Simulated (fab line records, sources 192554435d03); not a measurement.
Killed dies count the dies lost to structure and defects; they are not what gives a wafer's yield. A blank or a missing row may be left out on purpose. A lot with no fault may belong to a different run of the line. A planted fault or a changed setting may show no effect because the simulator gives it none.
Split-lot study | flow n5-finfet | 21 wafers read across 7 lots, on a route 1938 steps long

## ON THE SPLIT
At N5_BEOL_M0_SAQP_CUT_ETCH_46 (etches SOC in N2/H2, target depth 135 nm, overetch 27 nm, time 202.5 s), the setting source-w was moved away from the recipe's 840 W on 5 of the 21 wafers read, by -6.7% to +16.4%. The other wafers ran this setting at the recipe's value.

The split's own step is where the reading is taken.

## THE READING
rf-vpp-V, in V, at N5_BEOL_M0_SAQP_CUT_ETCH_46 (etches SOC in N2/H2, target depth 135 nm, overetch 27 nm, time 202.5 s). A value of 524.5 V with a standard deviation of 2.7 V is what fault-free wafers of this fab line usually give.

wafer  | tool, chamber at the split | source-w as run, W | against the recipe | rf-vpp-V, V | against lot-mates on the recipe
L082.1 | rie-diel-02, 3             | 840                | recipe             | 528.6       | -
L082.4 | rie-diel-02, 0             | 840                | recipe             | 521.6       | -
L082.5 | rie-diel-02, 2             | 840                | recipe             | 523.5       | -
L083.1 | rie-diel-02, 3             | 905.8              | +7.8%              | 515.9       | -9.6
L083.3 | rie-diel-02, 1             | 840                | recipe             | 525.5       | -
L083.4 | rie-diel-02, 0             | 905.8              | +7.8%              | 509.8       | -15.7
L084.1 | rie-diel-05, 2             | 840                | recipe             | 522.2       | -
L084.2 | rie-diel-05, 3             | 978                | +16.4%             | 496.9       | -26.9
L084.6 | rie-diel-05, 0             | 840                | recipe             | 525.3       | -
L085.1 | rie-diel-02, 2             | 840                | recipe             | 523.7       | -
L085.2 | rie-diel-02, 1             | 840                | recipe             | 527.0       | -
L085.4 | rie-diel-02, 0             | 840                | recipe             | 522.3       | -
L087.1 | rie-diel-04, 3             | 840                | recipe             | 524.3       | -
L087.2 | rie-diel-04, 2             | 800.9              | -4.7%              | 533.3       | +10.8
L087.5 | rie-diel-04, 1             | 840                | recipe             | 520.7       | -
L095.1 | rie-diel-02, 3             | 840                | recipe             | 528.5       | -
L095.3 | rie-diel-02, 2             | 840                | recipe             | 523.1       | -
L095.6 | rie-diel-02, 1             | 840                | recipe             | 526.4       | -
L097.1 | rie-diel-04, 2             | 784.1              | -6.7%              | 537.0       | +12.2
L097.2 | rie-diel-04, 0             | 840                | recipe             | 529.1       | -
L097.4 | rie-diel-04, 1             | 840                | recipe             | 520.4       | -

FIT RESULTS
A straight line over all 21 wafers: rf-vpp-V changes by -1.67 V for each +1% of source-w; r = -0.95; the points scatter about the line by 2.7 V.
The same after taking each lot's own level away (the mean of its wafers on the recipe; 21 wafers): -1.69 V for each +1%; r = -0.95; scatter 2.6 V.
According to that fit, moving source-w by its largest amount changes the reading by 28 V.
Measured against the standard deviation above, the lots' own levels, which go from 522.50 to 526.00 V, span 1.3 times it.
So the lot-to-lot level changes the slope little: the two slopes agree.
Check: with one of the wafers moved furthest among these (+16.4%) left out of the fit, the line predicts -28.6 V for it against its lot-mates. It came out at -26.9 V against them.
Tool readings at the split's step, against how far the setting was moved: rf-vpp-V r = -0.95.

## ADDITIONAL SPLITS CARRIED BY THESE WAFERS
Other splits were also applied to these wafers ahead of the reading. Each is held against what the fit with the lots' levels taken away leaves over:
other split on the same wafers            | wafers away from the commonest value | r with rf-vpp-V (lot level and that fit taken away)
N5_HKMG_FIN_ETCH_58 source-w              | 5                                    | +0.14
N5_HKMG_FIN_CVD_62 temp-c                 | 3                                    | +0.16
N5_GATE_CUT_COAT_27 spin-rpm              | 6                                    | -0.10
N5_GATE_CUT_DESCUM_18 time-s              | 5                                    | +0.04
N5_MOL_CONTACT_COAG_DESCUM_45 time-s      | 7                                    | -0.12
N5_MOL_CONTACT_COAG_ETCH_67 source-w      | 4                                    | +0.07
N5_BEOL_M0_SAQP_HM_DEP_111 time-s         | 3                                    | -0.23
N5_BEOL_M0_SAQP_DEVELOP_13 develop-time-s | 9                                    | -0.16

## THE FILE'S OWN FIT
rf-vpp-V changes by -1.69 V for each +1% of source-w, r = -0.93.
